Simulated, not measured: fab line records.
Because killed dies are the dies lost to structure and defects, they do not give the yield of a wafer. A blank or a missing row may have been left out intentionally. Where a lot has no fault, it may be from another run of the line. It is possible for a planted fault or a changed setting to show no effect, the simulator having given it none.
Matching of chambers / flow nand-harc / NHARC_A_DECK1_JOINT_CMP_02 on cmp-03 has 4 sister chambers
The step polishes SiOx. 16 wafers are shown with their chamber, then 8 later ones without.

== WAFERS PAIRED WITH THEIR CHAMBERS ==
wafer=L075.1; chamber=0; motor-current-A (A)=13.2
wafer=L075.2; chamber=1; motor-current-A (A)=11.5
wafer=L075.5; chamber=2; motor-current-A (A)=11.5
wafer=L078.2; chamber=2; motor-current-A (A)=11.1
wafer=L078.3; chamber=0; motor-current-A (A)=12.7
wafer=L078.5; chamber=2; motor-current-A (A)=10.9
wafer=L082.2; chamber=2; motor-current-A (A)=12.0
wafer=L082.3; chamber=0; motor-current-A (A)=11.9
wafer=L082.5; chamber=0; motor-current-A (A)=12.4
wafer=L085.3; chamber=3; motor-current-A (A)=12.8
wafer=L085.4; chamber=0; motor-current-A (A)=13.2
wafer=L085.5; chamber=1; motor-current-A (A)=11.7
wafer=L089.2; chamber=0; motor-current-A (A)=12.4
wafer=L089.4; chamber=1; motor-current-A (A)=11.9
wafer=L089.5; chamber=0; motor-current-A (A)=12.7
wafer=L090.3; chamber=2; motor-current-A (A)=11.2

SIGNATURES (averages over the wafers above)
reading=motor-current-A; chamber 0=12.643; chamber 1=11.700; chamber 2=11.340; chamber 3=12.800; scatter within a chamber=0.419
Rule: distance of a wafer from a chamber = root of the sum over the readings of ((wafer's reading minus chamber's mean) / reading's scatter) squared. The wafer belongs to the nearest chamber; if the next one is less than 2 further off, it can't be placed. How the scatter is found: for the shown wafers, subtract from each reading the mean of its chamber, square and add these, divide the total by (wafers less chambers), then take the root.

== WAFERS MISSING THEIR CHAMBER ==
wafer=L090.5; motor-current-A (A)=13.3
wafer=L090.6; motor-current-A (A)=12.8
wafer=L091.1; motor-current-A (A)=12.9
wafer=L091.2; motor-current-A (A)=13.8
wafer=L091.5; motor-current-A (A)=12.7
wafer=L093.1; motor-current-A (A)=11.5
wafer=L093.2; motor-current-A (A)=11.2
wafer=L093.6; motor-current-A (A)=11.7

== WHICH CHAMBER EACH ONE RAN IN ==
wafer=L090.5; from the rows above=can't be placed: 3 or 0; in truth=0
wafer=L090.6; from the rows above=can't be placed: 3 or 0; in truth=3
wafer=L091.1; from the rows above=can't be placed: 3 or 0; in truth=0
wafer=L091.2; from the rows above=can't be placed: 3 or 0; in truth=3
wafer=L091.5; from the rows above=can't be placed: 0 or 3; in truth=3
wafer=L093.1; from the rows above=can't be placed: 2 or 1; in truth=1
wafer=L093.2; from the rows above=can't be placed: 2 or 1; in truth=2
wafer=L093.6; from the rows above=can't be placed: 1 or 2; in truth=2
Placed correctly: 0 of 8. Unplaceable from these rows: 8, with the true chamber sitting among the candidates in 8. Number placed wrongly: 0.
